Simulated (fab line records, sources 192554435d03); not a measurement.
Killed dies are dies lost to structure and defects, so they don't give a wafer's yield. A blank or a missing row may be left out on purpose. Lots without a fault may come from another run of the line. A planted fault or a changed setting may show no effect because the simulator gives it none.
A struck lot beside a sound one | flow n5_finfet | 15 steps out of a route of 1938
Sound: wafers L559.2, L559.4. Struck: wafer L570.5. (L570.2, L570.3 of the same lot were not struck and are left out.) The cause comes at the end.
At each step with rows: each side's tool, then ch and its chambers, then its first start. Under that, the readings that differ: sound wafers | struck wafers | difference of the means | sigmas: that difference in standard deviations of wafers without a fault.
alike: readings whose means differ by less than 2 such deviations, and words and numbers that are the same on both sides. not compared: withheld readings, readings that some wafer has no value for, bounds like >300 that may hide the same value, and numbers for which the record gives no deviation and whose values overlap.
The two part at a step that has a row with sigmas, a row that says differs or no value, or rows on one side only. Numbers that don't overlap but have no deviation are shown without sigmas and don't part them. A reading that every wafer of one side lacks parts them only if that side has two wafers or more.

first, 3 steps without rows for these wafers: N5_SD_EPI_N_EXPOSE_06 (exposes mask SD N BLK, target cd 120 nm); N5_SD_EPI_N_PEB_07 (peb time 60 s); N5_SD_EPI_N_DEVELOP_08 (develop time 30 s).
N5_SD_EPI_N_CD_MEAS_09: target cd 120 nm.
  sound on cd_sem-02 ch 0, day 4 00:21; struck on cd_sem-02 ch 0, day 6 19:59
  reading    | sound       | struck | difference | sigmas
  cd_nm (nm) | 119.2 118.9 | 121.5  | +2.4       | +2
N5_SD_EPI_N_OVL_MEAS_10:
  sound on overlay-02 ch 0, day 4 00:23; struck on overlay-01 ch 0, day 6 20:01
  alike: SD_N_BLK_OVL
N5_SD_EPI_N_INSPECT_11: inspects for defects (macro).
  sound on defect_inspect-01, day 4 00:24; struck on defect_inspect-02, day 6 20:02
  reading          | sound | struck | difference | sigmas
  raw_defect_count | 5 1   | 6      | +3         | +2
N5_SD_EPI_N_DESCUM_14: chemistry O2, time 7.9 s.
  sound on rie_diel-05 ch 0,1, day 4 00:26; struck on rie_diel-05 ch 1, day 6 20:04
  alike: drypump_motor_current_A, oes_product_au, rf_fwd_power_W, rf_vpp_V, showerhead_plenum_p_Torr, throttle_valve_pct
  not compared: rf_hours_counter_h
N5_SD_EPI_N_ETCH_34: etches SiARC in CF4, target depth 45.5 nm, time 75.8 s.
  sound on rie_diel-05 ch 0,1, day 4 00:28; struck on rie_diel-05 ch 1, day 6 20:07
  alike: drypump_motor_current_A, etch_rf_on_time_s, oes_product_au, rf_fwd_power_W, rf_vpp_V, showerhead_plenum_p_Torr, throttle_valve_pct
  not compared: rf_hours_counter_h
N5_SD_EPI_N_ETCH_35: etches SOC in N2/H2, overetch 108 nm, time 486 s.
  sound on rie_diel-05 ch 0,1, day 4 00:31; struck on rie_diel-05 ch 1, day 6 20:10
  alike: drypump_motor_current_A, h2_flow_sccm, oes_product_au, rf_fwd_power_W, rf_vpp_V, showerhead_plenum_p_Torr, throttle_valve_pct
  not compared: rf_hours_counter_h
then, 1 step without rows for these wafers: N5_SD_EPI_N_STRIP_36 (strips in N2/H2).
N5_SD_EPI_N_ETCHBACK_44: etches SiNx in CH3F/O2, stops on SiO2, target depth 14.5 nm.
  sound on rie_diel-05 ch 0,1, day 4 00:51; struck on rie_diel-05 ch 1, day 6 20:29
  alike: drypump_motor_current_A, oes_f_703_au, oes_product_au, rf_fwd_power_W, rf_vpp_V, showerhead_plenum_p_Torr, throttle_valve_pct
  not compared: rf_hours_counter_h
N5_SD_EPI_N_ETCH_45: etches SiOCN in CH3F/O2, target depth 6 nm.
  sound on rie_diel-05 ch 0,1, day 4 00:57; struck on rie_diel-05 ch 1, day 6 20:35
  alike: drypump_motor_current_A, oes_product_au, rf_fwd_power_W, rf_vpp_V, showerhead_plenum_p_Torr, throttle_valve_pct
  not compared: rf_hours_counter_h
N5_SD_EPI_N_ETCH_16: etches SiO2 in CHF3/O2, target depth 5 nm.
  sound on rie_diel-05 ch 0,1, day 4 01:03; struck on rie_diel-05 ch 1, day 6 20:41
  reading                                     | sound       | struck | difference | sigmas
  oes_product_au (a.u.)                       | 0.78 0.69   | 0.96   | +0.22      | +3
  model.etch.depth_nm (nm)                    | 5.051 4.889 | 7.191  | +2.221     |
  model.SiARC_of_SD_EPI_N_COAT_33.thk_nm (nm) | 12 13       | 10.4   | -2.1       |
  alike: drypump_motor_current_A, oes_f_703_au, rf_fwd_power_W, rf_vpp_V, showerhead_plenum_p_Torr, throttle_valve_pct
  not compared: rf_hours_counter_h
then, 1 step without rows for these wafers: N5_SD_EPI_N_STRIP_47 (strips in CHF3/O2).
N5_PASSIVATION_PROBE_49:
  the record has rows for the sound wafers here (prober-01, day 13 17:23) and none for the struck ones

WHERE THEY PART
First at N5_SD_EPI_N_CD_MEAS_09; last, within this record, at N5_PASSIVATION_PROBE_49.

WHY: what the simulator had put in
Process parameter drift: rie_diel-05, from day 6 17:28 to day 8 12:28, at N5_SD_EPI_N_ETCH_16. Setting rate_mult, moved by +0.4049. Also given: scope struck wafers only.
